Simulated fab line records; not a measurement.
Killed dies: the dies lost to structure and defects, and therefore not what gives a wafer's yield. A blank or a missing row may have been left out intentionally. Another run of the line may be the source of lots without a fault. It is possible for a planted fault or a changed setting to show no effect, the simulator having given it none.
A struck lot beside a sound one + flow nand-harc + 15 steps out of a route of 1159
Sound: these wafers, L717.2, L717.5, L717.6. Struck: wafer L713.6 (left out: L713.1, a lot-mate that was not struck); the cause follows at the end.
Per side, at each step with rows, come the tool, then ch with its chambers, and then its first start. Under that, the readings that differ: sound wafers + struck wafers + difference of the means + sigmas: that difference in standard deviations of wafers without a fault.
alike: words and numbers the same on both sides, and readings whose means are apart by under 2 such deviations; not compared: readings that were withheld, readings missing a value for some wafer, numbers with overlapping values and no deviation given by the record, and bounds like >300 which may hide the same value.
Wherever a step has rows on one side only, a row that says differs or no value, or a row with sigmas, the two part there. When numbers do not overlap yet have no deviation, they are printed without sigmas and do not part them. A reading missing from all wafers of one side parts the sides only when that side holds two or more wafers.

first, 1 step without rows for these wafers: NHARC_A_ONON_D1_DEP_00 (target thk 1000 nm).
NHARC_A_ONON_D1_THK_MEAS_02: measures by ellipsometry.
  struck on film-metro-01, day 11 08:50; sound on film-metro-02, day 12 02:13
  alike: thk-nm
then, 1 step without rows for these wafers: NHARC_A_ONON_D1_DEP_03 (target thk 1000 nm).
NHARC_A_ONON_D1_THK_MEAS_05: measures by ellipsometry.
  struck on film-metro-02, day 11 09:24; sound on film-metro-01, day 12 02:48
  alike: thk-nm
then, 1 step without rows for these wafers: NHARC_A_ONON_D1_DEP_06 (target thk 1000 nm).
NHARC_A_ONON_D1_THK_MEAS_08: measures by ellipsometry.
  struck on film-metro-02, day 11 09:58; sound on film-metro-01, day 12 03:22
  alike: thk-nm
then, 1 step without rows for these wafers: NHARC_A_ONON_D1_DEP_09 (target thk 1000 nm).
NHARC_A_ONON_D1_THK_MEAS_11: measures by ellipsometry.
  struck on film-metro-02, day 11 10:32; sound on film-metro-01, day 12 03:56
  alike: thk-nm
then, 1 step without rows for these wafers: NHARC_A_ONON_D1_DEP_12 (target thk 1000 nm).
NHARC_A_ONON_D1_THK_MEAS_14: measures by ellipsometry.
  struck on film-metro-01, day 11 11:07; sound on film-metro-02, day 12 04:30
  alike: thk-nm
then, 1 step without rows for these wafers: NHARC_A_ONON_D1_ANNEAL_15 (time 3600 s).
NHARC_A_ONON_D1_DEP_16: target thk 1000 nm.
  sound on pecvd-onon-04 ch 0, day 12 11:01; struck on pecvd-onon-02 ch 0, day 11 20:35
| reading              | sound                | struck | difference | sigmas |
|----------------------|----------------------|--------|------------|--------|
| susceptor-temp-C (C) | 399.79 399.70 399.86 | 400.19 | +0.41      | +2     |
NHARC_A_ONON_D1_THK_MEAS_18: measures by ellipsometry.
  struck on film-metro-01, day 11 21:05; sound on film-metro-02, day 12 11:29
| reading     | sound          | struck | difference | sigmas |
|-------------|----------------|--------|------------|--------|
| thk-nm (nm) | 1010 1010 1011 | 934    | -76        | -8     |
then, 1 step without rows for these wafers: NHARC_A_ONON_D1_DEP_19 (target thk 1000 nm).
-- the record jumps here: 11 days lie between the struck wafers' starts before and after (it left off in module A_ONON_D1 and takes up again in module END, whose first step shown is number 1159 of the route) --
NHARC_END_SORT_01:
  sound on prober-01 ch 0, day 23 21:06; struck on prober-01 ch 0, day 23 05:06
| reading         | sound    | struck | difference | sigmas |
|-----------------|----------|--------|------------|--------|
| killed-at-array | 35 33 39 | 670    | +634       | +63    |
| killed-dies     | 43 35 45 | 677    | +636       | +58    |
  alike: killed-at-other, killed-at-periphery, killed-open, killed-short

## WHERE THEY PART
At NHARC_A_ONON_D1_DEP_16 first; at NHARC_END_SORT_01 last (within this record only).

WHY: what had been put in by the simulator
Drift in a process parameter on pecvd-onon-02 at NHARC_A_ONON_D1_DEP_16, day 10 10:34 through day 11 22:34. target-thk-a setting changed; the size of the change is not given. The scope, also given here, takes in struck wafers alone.
